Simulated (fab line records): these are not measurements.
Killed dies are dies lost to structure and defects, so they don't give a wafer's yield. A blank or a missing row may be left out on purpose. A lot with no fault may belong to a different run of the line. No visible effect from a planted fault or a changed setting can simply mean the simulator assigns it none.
Which of the tools did it? -- flow nandHarc -- Sampling: 24 lots, 72 wafers, 3 of 1302 route steps

## WHAT EACH GAUGE READ, for each wafer
NHARC_A_DECK1_JOINT_INSPECT_05.
lot,measured,on,rawDefectCount
L074,day 12 06:00,defectInspect-01,361 306 269
L075,day 13 10:38,defectInspect-01,374 251 314
L077,day 13 10:45,defectInspect-01,161 356 267
L076,day 13 10:28,defectInspect-02,291 316 309
L078,day 14 04:32,defectInspect-01,232 393 277
L079,day 14 04:32,defectInspect-02,275 286 317
L080,day 14 17:10,defectInspect-02,183 177 124
L081,day 15 00:06,defectInspect-02,341 339 237
L082,day 16 03:45,defectInspect-01,170 240 162
L083,day 16 03:44,defectInspect-02,247 261 263
L085,day 17 05:25,defectInspect-01,218 192 211
L084,day 17 05:23,defectInspect-02,184 204 269
L086,day 18 04:29,defectInspect-01,242 288 383
L088,day 18 04:30,defectInspect-02,166 246 158
L089,day 18 15:47,defectInspect-01,339 259 232
L087,day 19 01:57,defectInspect-01,247 249 247
L091,day 19 14:22,defectInspect-01,508 468 541
L090,day 19 14:22,defectInspect-02,168 271 274
L092,day 20 07:26,defectInspect-01,228 198 212
L093,day 21 07:01,defectInspect-01,280 338 461
L094,day 21 07:01,defectInspect-02,273 137 152
L095,day 21 12:27,defectInspect-01,168 117 433
L096,day 21 12:26,defectInspect-01,165 178 176
L097,day 22 00:21,defectInspect-01,299 380 202

## EACH LOT AND THE TOOL THAT RAN IT (in order: tool; ch and the chambers of the sampled wafers; start)
lot,NHARC_A_CHANNEL_HOLE_D1_ETCH_25,NHARC_A_CHANNEL_FILL_D1_ALD_02
L074,"harEtch-02 ch 0,1, day 8 16:39","aldHk-04 ch 0,2,3, day 8 20:10"
L075,"harEtch-02 ch 0,1, day 9 16:37","aldHk-04 ch 0,1,3, day 9 19:20"
L077,"harEtch-01 ch 0,1, day 9 20:25","aldHk-04 ch 0,1,2, day 9 23:35"
L076,"harEtch-02 ch 0,1, day 9 20:29","aldHk-01 ch 0,1,2, day 9 23:32"
L078,"harEtch-02 ch 0,1, day 10 15:57","aldHk-01 ch 1,2,3, day 10 19:01"
L079,"harEtch-01 ch 1, day 10 16:07","aldHk-04 ch 0,1, day 10 19:08"
L080,"harEtch-01 ch 0,1, day 11 05:48","aldHk-04 ch 0,1,2, day 11 08:40"
L081,"harEtch-01 ch 0,1, day 11 12:16","aldHk-03 ch 0,1,3, day 11 15:20"
L082,"harEtch-01 ch 0,1, day 12 08:26","aldHk-04 ch 1,2,3, day 12 11:35"
L083,"harEtch-02 ch 0,1, day 12 09:12","aldHk-04 ch 0,1,2, day 12 12:20"
L085,"harEtch-02 ch 0,1, day 13 06:11","aldHk-04 ch 0,1,3, day 13 09:12"
L084,"harEtch-01 ch 0,1, day 13 10:35","aldHk-03 ch 0,1,3, day 13 13:41"
L086,"harEtch-02 ch 0, day 14 18:28","aldHk-03 ch 0,1,3, day 14 21:46"
L088,"harEtch-01 ch 0,1, day 14 18:33","aldHk-01 ch 1,2,3, day 14 21:35"
L089,"harEtch-01 ch 0,1, day 14 22:43","aldHk-03 ch 1,2, day 15 01:38"
L087,"harEtch-02 ch 0,1, day 15 06:38","aldHk-01 ch 0,2,3, day 15 09:39"
L091,"harEtch-02 ch 0,1, day 15 16:49","aldHk-04 ch 0,2,3, day 15 20:04"
L090,"harEtch-01 ch 0,1, day 15 17:58","aldHk-03 ch 1,2,3, day 15 20:58"
L092,"harEtch-01 ch 0,1, day 16 17:05","aldHk-01 ch 1,2, day 16 19:48"
L093,"harEtch-02 ch 0,1, day 17 13:02","aldHk-03 ch 0,1,2, day 17 16:31"
L094,"harEtch-01 ch 0,1, day 17 16:22","aldHk-04 ch 0,1,2, day 17 19:30"
L095,"harEtch-01 ch 0,1, day 17 20:32","aldHk-04 ch 0,2,3, day 17 23:58"
L096,"harEtch-02 ch 0,1, day 17 21:55","aldHk-01 ch 0,1,2, day 18 00:57"
L097,"harEtch-01 ch 0,1, day 18 06:44","aldHk-03 ch 1,2, day 18 09:35"
- NHARC_A_CHANNEL_HOLE_D1_ETCH_25: etches the open film in C4F8/O2/Ar, time 1040.2 s, target depth 1500 nm.
- NHARC_A_CHANNEL_FILL_D1_ALD_02: deposits SiO2, target thk 6 nm, pulse time 10 s, ald cycles 60.

## WHAT THE TOOLS THEMSELVES READ (means of the sampled wafers that have a number; where no wafer has one, the mark that the record gives instead)
NHARC_A_CHANNEL_HOLE_D1_ETCH_25.
lot,tool,c4f8FlowSccm (sccm),drypumpMotorCurrentA (A),heBacksideLeakSccm (sccm),showerheadPlenumPTorr (Torr),throttleValvePct (%)
L074,harEtch-02,93.7,5.9,6.6,3.74,32.246
L075,harEtch-02,93.6,5.5,7.2,3.71,32.236
L077,harEtch-01,93.9,5.5,5.6,3.67,32.239
L076,harEtch-02,93.9,5.9,6.8,3.74,32.233
L078,harEtch-02,93.7,5.5,7.1,3.70,32.243
L079,harEtch-01,93.1,5.1,5.8,3.67,32.231
L080,harEtch-01,93.5,5.5,5.7,3.66,32.228
L081,harEtch-01,94.0,5.5,5.9,3.66,32.238
L082,harEtch-01,93.8,5.8,5.9,3.65,32.234
L083,harEtch-02,94.0,5.5,7.1,3.69,32.240
L085,harEtch-02,93.7,5.5,6.9,3.68,32.230
L084,harEtch-01,94.1,5.4,5.8,3.64,32.235
L086,harEtch-02,93.6,6.3,7.2,3.72,32.235
L088,harEtch-01,93.8,5.5,6.1,3.64,32.226
L089,harEtch-01,93.8,5.8,5.9,3.63,32.235
L087,harEtch-02,93.4,5.9,7.0,3.69,32.238
L091,harEtch-02,94.1,5.5,7.2,3.66,32.245
L090,harEtch-01,93.6,5.4,5.8,3.62,32.237
L092,harEtch-01,94.0,5.8,6.2,3.62,32.241
L093,harEtch-02,93.6,5.5,5.8,3.66,32.234
L094,harEtch-01,93.9,5.9,6.2,3.61,32.234
L095,harEtch-01,94.0,5.8,6.1,3.61,32.245
L096,harEtch-02,93.8,5.9,6.0,3.68,32.236
L097,harEtch-01,93.4,5.5,6.2,3.61,32.242

NHARC_A_CHANNEL_FILL_D1_ALD_02.
lot,tool,heaterPowerW (W),precursorPulseHeightRel
L074,aldHk-04,488,0.973
L075,aldHk-04,447,0.991
L077,aldHk-04,453,0.994
L076,aldHk-01,460,1.010
L078,aldHk-01,495,0.991
L079,aldHk-04,416,1.012
L080,aldHk-04,444,1.001
L081,aldHk-03,465,1.000
L082,aldHk-04,466,1.002
L083,aldHk-04,428,1.000
L085,aldHk-04,456,1.000
L084,aldHk-03,478,1.021
L086,aldHk-03,477,0.989
L088,aldHk-01,477,0.994
L089,aldHk-03,545,1.009
L087,aldHk-01,477,0.997
L091,aldHk-04,481,0.991
L090,aldHk-03,510,1.000
L092,aldHk-01,445,0.986
L093,aldHk-03,513,1.009
L094,aldHk-04,429,1.007
L095,aldHk-04,483,0.996
L096,aldHk-01,448,0.989
L097,aldHk-03,529,1.020

## THE ANSWER, worked out from the rows above alone
Rule: usual is defined by the lots themselves. The widest of any qualifying gaps counts: lots, ordered by their means at a reading, are off when they make up no more than a third of the lots, leave a main group of 4 or more, and stand apart from it by 3 or more times the standard deviation of that group's means. A main group whose means are all the same, to the digits that the tables above print for the reading, isn't used. Also off: a lot with no number at a reading for which 4 or more lots have one. All remaining lots with rows at the step are treated as sound. First the gauges in route order, then the tools' own readings, where a lot's mean is used as printed above. At the first step where some lot is off, the reading lying furthest off is the one used; lots without a number count as furthest.
Across all readings shown, no lot is off: no conclusion can be drawn from this.

## WHAT THE SIMULATOR HAD INSERTED
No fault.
